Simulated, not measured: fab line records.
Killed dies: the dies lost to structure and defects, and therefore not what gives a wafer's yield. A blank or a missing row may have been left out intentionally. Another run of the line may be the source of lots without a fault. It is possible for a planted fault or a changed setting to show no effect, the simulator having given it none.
Matching of chambers ; flow n5_finfet ; N5_BEOL_M9_STRIP_19 on rie_diel-01 has 4 sister chambers
The step strips in O2. 8 wafers are shown with their chamber, then 12 later ones without.

## EACH WAFER AND ITS CHAMBER
wafer;chamber;showerhead_plenum_p_Torr (Torr);throttle_valve_pct (%)
L090.1;3;2.08;17.07
L090.2;1;2.11;16.56
L090.3;0;2.07;16.56
L090.5;2;2.18;17.03
L090.6;1;2.11;16.57
L096.1;3;2.08;17.05
L096.2;2;2.18;17.03
L096.3;0;2.06;16.59

## WAFERS MISSING THEIR CHAMBER
wafer;showerhead_plenum_p_Torr (Torr);throttle_valve_pct (%)
L096.4;2.10;16.56
L096.5;2.08;17.06
L096.6;2.06;16.56
L095.1;2.08;17.05
L095.2;2.06;16.57
L095.3;2.18;17.04
L095.4;2.10;16.57
L095.5;2.08;17.05
L095.6;2.06;16.56
L097.2;2.10;16.58
L097.4;2.08;17.04
L097.5;2.10;16.58

## THE CHAMBER EACH PASSED THROUGH
wafer;from the rows above;in truth
L096.4;1;1
L096.5;3;3
L096.6;0;0
L095.1;3;3
L095.2;0;0
L095.3;2;2
L095.4;1;1
L095.5;3;3
L095.6;0;0
L097.2;1;1
L097.4;3;3
L097.5;1;1
Correctly placed: 12 of 12. Not placeable from these rows: 0. Placed wrongly: 0.
How it was worked out, from the rows above alone: a wafer's distance from a chamber is the root of the sum, over the readings, of the square of ((its reading less the chamber's mean) divided by the reading's scatter). If the next closest chamber is less than 2 further off than the closest, the wafer can't be placed; otherwise it belongs to the closest. Each chamber's mean is taken over the wafers shown for it. How the scatter is found: for the shown wafers, subtract from each reading the mean of its chamber, square and add these, divide the total by (wafers less chambers), then take the root.
